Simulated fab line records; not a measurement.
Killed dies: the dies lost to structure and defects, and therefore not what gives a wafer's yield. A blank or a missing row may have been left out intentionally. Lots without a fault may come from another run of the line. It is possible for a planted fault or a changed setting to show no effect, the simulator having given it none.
Chamber matching :: flow n5_finfet :: pecvd-01 running N5_BEOL_M4_DEP_57: 3 sister chambers
The step deposits SiCN from 3MS/NH3, target thk 8 nm, time 14 s. 22 wafers are shown with their chamber, then 11 later ones without.

EACH WAFER AND ITS CHAMBER
wafer: L074.1
chamber: 0
throttle_valve_pct (%): 9.9
showerhead_vpp_V (V): 848
showerhead_plenum_p_Torr (Torr): 3.676

wafer: L074.4
chamber: 0
throttle_valve_pct (%): 9.9
showerhead_vpp_V (V): 837
showerhead_plenum_p_Torr (Torr): 3.669

wafer: L074.5
chamber: 1
throttle_valve_pct (%): 8.6
showerhead_vpp_V (V): 855
showerhead_plenum_p_Torr (Torr): 3.660

wafer: L075.2
chamber: 1
throttle_valve_pct (%): 8.8
showerhead_vpp_V (V): 862
showerhead_plenum_p_Torr (Torr): 3.652

wafer: L075.4
chamber: 2
throttle_valve_pct (%): 8.7
showerhead_vpp_V (V): 958
showerhead_plenum_p_Torr (Torr): 3.671

wafer: L075.6
chamber: 1
throttle_valve_pct (%): 8.6
showerhead_vpp_V (V): 873
showerhead_plenum_p_Torr (Torr): 3.657

wafer: L080.3
chamber: 1
throttle_valve_pct (%): 8.5
showerhead_vpp_V (V): 873
showerhead_plenum_p_Torr (Torr): 3.654

wafer: L080.5
chamber: 2
throttle_valve_pct (%): 8.5
showerhead_vpp_V (V): 945
showerhead_plenum_p_Torr (Torr): 3.673

wafer: L080.6
chamber: 0
throttle_valve_pct (%): 10.2
showerhead_vpp_V (V): 834
showerhead_plenum_p_Torr (Torr): 3.667

wafer: L081.2
chamber: 0
throttle_valve_pct (%): 9.8
showerhead_vpp_V (V): 834
showerhead_plenum_p_Torr (Torr): 3.670

wafer: L081.3
chamber: 2
throttle_valve_pct (%): 8.6
showerhead_vpp_V (V): 934
showerhead_plenum_p_Torr (Torr): 3.669

wafer: L081.4
chamber: 0
throttle_valve_pct (%): 9.8
showerhead_vpp_V (V): 846
showerhead_plenum_p_Torr (Torr): 3.681

wafer: L082.2
chamber: 2
throttle_valve_pct (%): 8.5
showerhead_vpp_V (V): 964
showerhead_plenum_p_Torr (Torr): 3.673

wafer: L082.4
chamber: 0
throttle_valve_pct (%): 10.0
showerhead_vpp_V (V): 832
showerhead_plenum_p_Torr (Torr): 3.665

wafer: L082.6
chamber: 2
throttle_valve_pct (%): 8.8
showerhead_vpp_V (V): 975
showerhead_plenum_p_Torr (Torr): 3.666

wafer: L083.1
chamber: 1
throttle_valve_pct (%): 8.7
showerhead_vpp_V (V): 843
showerhead_plenum_p_Torr (Torr): 3.655

wafer: L083.2
chamber: 2
throttle_valve_pct (%): 8.7
showerhead_vpp_V (V): 936
showerhead_plenum_p_Torr (Torr): 3.670

wafer: L083.3
chamber: 0
throttle_valve_pct (%): 10.0
showerhead_vpp_V (V): 849
showerhead_plenum_p_Torr (Torr): 3.681

wafer: L089.1
chamber: 0
throttle_valve_pct (%): 10.1
showerhead_vpp_V (V): 838
showerhead_plenum_p_Torr (Torr): 3.676

wafer: L089.5
chamber: 1
throttle_valve_pct (%): 8.7
showerhead_vpp_V (V): 859
showerhead_plenum_p_Torr (Torr): 3.665

wafer: L089.6
chamber: 2
throttle_valve_pct (%): 8.7
showerhead_vpp_V (V): 933
showerhead_plenum_p_Torr (Torr): 3.675

wafer: L088.1
chamber: 2
throttle_valve_pct (%): 8.9
showerhead_vpp_V (V): 954
showerhead_plenum_p_Torr (Torr): 3.681

SIGNATURES, as means of the wafers listed above
reading: throttle_valve_pct
chamber 0: 9.963
chamber 1: 8.650
chamber 2: 8.675
scatter within a chamber: 0.132

reading: showerhead_vpp_V
chamber 0: 839.75
chamber 1: 860.83
chamber 2: 949.88
scatter within a chamber: 11.8

reading: showerhead_plenum_p_Torr
chamber 0: 3.67313
chamber 1: 3.65717
chamber 2: 3.67225
scatter within a chamber: 0.00525
Rule: a wafer's distance from a chamber is the root of the sum, over the readings, of the square of ((its reading less the chamber's mean) divided by the reading's scatter). The wafer belongs to the nearest chamber; if the next one is less than 2 further off, it can't be placed. The scatter is the square root of a quotient: the sum, over the shown wafers, of each reading's squared deviation from its chamber's mean, divided by wafers minus chambers.

WAFERS WHOSE CHAMBER IS MISSING
wafer: L088.4
throttle_valve_pct (%): 8.7
showerhead_vpp_V (V): 866
showerhead_plenum_p_Torr (Torr): 3.649

wafer: L088.6
throttle_valve_pct (%): 10.0
showerhead_vpp_V (V): 834
showerhead_plenum_p_Torr (Torr): 3.670

wafer: L090.1
throttle_valve_pct (%): 9.0
showerhead_vpp_V (V): 940
showerhead_plenum_p_Torr (Torr): 3.682

wafer: L090.3
throttle_valve_pct (%): 9.9
showerhead_vpp_V (V): 843
showerhead_plenum_p_Torr (Torr): 3.672

wafer: L090.4
throttle_valve_pct (%): 8.9
showerhead_vpp_V (V): 948
showerhead_plenum_p_Torr (Torr): 3.667

wafer: L094.1
throttle_valve_pct (%): 9.7
showerhead_vpp_V (V): 845
showerhead_plenum_p_Torr (Torr): 3.677

wafer: L094.5
throttle_valve_pct (%): 8.8
showerhead_vpp_V (V): 850
showerhead_plenum_p_Torr (Torr): 3.656

wafer: L094.6
throttle_valve_pct (%): 8.9
showerhead_vpp_V (V): 944
showerhead_plenum_p_Torr (Torr): 3.675

wafer: L095.3
throttle_valve_pct (%): 8.8
showerhead_vpp_V (V): 965
showerhead_plenum_p_Torr (Torr): 3.667

wafer: L095.4
throttle_valve_pct (%): 10.3
showerhead_vpp_V (V): 839
showerhead_plenum_p_Torr (Torr): 3.666

wafer: L095.6
throttle_valve_pct (%): 9.7
showerhead_vpp_V (V): 858
showerhead_plenum_p_Torr (Torr): 3.672

WHICH CHAMBER EACH ONE RAN IN
wafer: L088.4
from the rows above: 1
in truth: 1

wafer: L088.6
from the rows above: 0
in truth: 0

wafer: L090.1
from the rows above: 2
in truth: 2

wafer: L090.3
from the rows above: 0
in truth: 0

wafer: L090.4
from the rows above: 2
in truth: 2

wafer: L094.1
from the rows above: 0
in truth: 0

wafer: L094.5
from the rows above: 1
in truth: 1

wafer: L094.6
from the rows above: 2
in truth: 2

wafer: L095.3
from the rows above: 2
in truth: 2

wafer: L095.4
from the rows above: 0
in truth: 0

wafer: L095.6
from the rows above: 0
in truth: 0
11 of 11 placed correctly. Left unplaced by these rows: 0. 0 placed wrongly.
